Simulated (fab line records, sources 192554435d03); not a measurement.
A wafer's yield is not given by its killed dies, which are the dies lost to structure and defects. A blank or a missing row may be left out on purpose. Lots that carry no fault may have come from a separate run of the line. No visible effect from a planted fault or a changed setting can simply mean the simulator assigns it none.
Chamber matching ; flow n5_finfet ; N5_BEOL_M0_SAQP_ETCH_83 on rie_diel-02: 4 sister chambers
The step etches SiARC in CF4, target depth 39 nm, time 65 s. 22 wafers are shown with their chamber, then 11 later ones without.

## WAFERS PAIRED WITH THEIR CHAMBERS
wafer;chamber;drypump_motor_current_A (A);throttle_valve_pct (%);showerhead_plenum_p_Torr (Torr)
L075.2;0;5.6;15.82;2.18
L075.5;1;5.4;15.58;2.15
L075.6;0;5.6;15.83;2.18
L076.3;3;6.0;15.93;2.15
L076.4;1;5.3;15.55;2.14
L076.6;0;5.6;15.83;2.18
L079.1;2;6.2;15.36;2.29
L079.2;1;5.4;15.58;2.14
L079.3;3;6.0;15.94;2.14
L079.4;0;5.6;15.83;2.18
L079.5;3;6.0;15.96;2.14
L079.6;2;6.2;15.37;2.29
L082.2;0;5.6;15.85;2.17
L082.4;3;6.0;15.98;2.14
L082.5;0;5.6;15.85;2.17
L084.1;3;6.0;15.98;2.14
L084.2;2;6.2;15.39;2.28
L084.4;0;5.6;15.84;2.17
L085.2;3;6.0;15.98;2.14
L085.3;2;6.2;15.39;2.28
L085.6;1;5.4;15.60;2.14
L086.2;2;6.2;15.40;2.28

SIGNATURES (means of the wafers above)
reading;chamber 0;chamber 1;chamber 2;chamber 3;scatter within a chamber
drypump_motor_current_A;5.600;5.375;6.200;6.000;0.0204
throttle_valve_pct;15.8357;15.5775;15.3820;15.9617;0.0177
showerhead_plenum_p_Torr;2.1757;2.1425;2.2840;2.1417;0.005
Rule: for a wafer and a chamber, the distance is found by dividing, reading by reading, the gap between the wafer's reading and the chamber's mean by the reading's scatter, squaring, summing and taking the root. If the next closest chamber is less than 2 further off than the closest, the wafer can't be placed; otherwise it belongs to the closest. How the scatter is found: for the shown wafers, subtract from each reading the mean of its chamber, square and add these, divide the total by (wafers less chambers), then take the root.

## WAFERS WITHOUT THEIR CHAMBER
wafer;drypump_motor_current_A (A);throttle_valve_pct (%);showerhead_plenum_p_Torr (Torr)
L086.4;6.0;16.00;2.14
L086.5;6.2;15.39;2.28
L093.2;5.3;15.62;2.14
L093.3;6.0;16.01;2.13
L093.6;6.0;16.01;2.13
L094.2;5.4;15.65;2.14
L094.3;5.5;15.39;2.17
L094.5;6.2;15.41;2.27
L096.1;6.2;15.44;2.27
L096.4;5.6;15.38;2.17
L096.6;6.2;15.42;2.27

## WHICH CHAMBER EACH ONE RAN IN
wafer;from the rows above;in truth
L086.4;3;3
L086.5;2;2
L093.2;1;1
L093.3;3;3
L093.6;3;3
L094.2;1;1
L094.3;1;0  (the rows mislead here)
L094.5;2;2
L096.1;2;2
L096.4;1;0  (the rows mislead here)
L096.6;2;2
Correct placement for 9 of the 11. Number that these rows cannot place: 0. Wrongly placed: 2.
